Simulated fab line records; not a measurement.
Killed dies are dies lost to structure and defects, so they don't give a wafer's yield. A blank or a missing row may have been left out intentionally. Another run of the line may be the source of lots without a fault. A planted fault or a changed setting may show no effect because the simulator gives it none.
Chamber matching || flow nand harc || NHARC_A_STAIRCASE_ETCHBACK_422 on rie diel-05: 4 sister chambers
The step etches the open film in CH3F/O2, target depth 40 nm, time 74.286 s. 4 wafers are shown with their chamber, then 8 later ones without.

== WAFERS WITH THEIR CHAMBER ==
{"wafer": "L089.1", "chamber": 1, "rf vpp V (V)": 247.8}
{"wafer": "L089.4", "chamber": 3, "rf vpp V (V)": 241.4}
{"wafer": "L089.6", "chamber": 2, "rf vpp V (V)": 245.0}
{"wafer": "L086.1", "chamber": 0, "rf vpp V (V)": 242.7}

== WAFERS WITHOUT THEIR CHAMBER ==
{"wafer": "L086.2", "rf vpp V (V)": 246.1}
{"wafer": "L086.5", "rf vpp V (V)": 244.3}
{"wafer": "L090.1", "rf vpp V (V)": 246.5}
{"wafer": "L090.3", "rf vpp V (V)": 246.0}
{"wafer": "L090.6", "rf vpp V (V)": 243.3}
{"wafer": "L093.2", "rf vpp V (V)": 246.6}
{"wafer": "L093.3", "rf vpp V (V)": 242.8}
{"wafer": "L093.4", "rf vpp V (V)": 246.4}

== WHICH CHAMBER EACH ONE RAN IN ==
{"wafer": "L086.2", "from the rows above": "can't be placed: 2 or 1", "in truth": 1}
{"wafer": "L086.5", "from the rows above": "can't be placed: 2 or 0", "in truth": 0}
{"wafer": "L090.1", "from the rows above": "can't be placed: 1 or 2", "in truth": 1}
{"wafer": "L090.3", "from the rows above": "can't be placed: 2 or 1", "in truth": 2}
{"wafer": "L090.6", "from the rows above": "can't be placed: 0 or 2 or 3", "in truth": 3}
{"wafer": "L093.2", "from the rows above": "can't be placed: 1 or 2", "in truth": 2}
{"wafer": "L093.3", "from the rows above": "can't be placed: 0 or 3", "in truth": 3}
{"wafer": "L093.4", "from the rows above": "can't be placed: 1 or 2", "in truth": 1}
Correctly placed: 0 of 8. Cannot be placed on the basis of these rows: 8; the candidates contain the true chamber in 8. Placed wrongly: 0.
How it was worked out, from the rows above alone: a wafer's distance from a chamber is the root of the sum, over the readings, of the square of ((its reading less the chamber's mean) divided by the reading's scatter). The wafer belongs to the nearest chamber; if the next one is less than 2 further off, it can't be placed. A chamber's mean is the mean of its shown wafers. The scatter (one wafer shown for each chamber): square how far every hidden wafer sits from the nearest shown wafer, average those squares and take the square root.
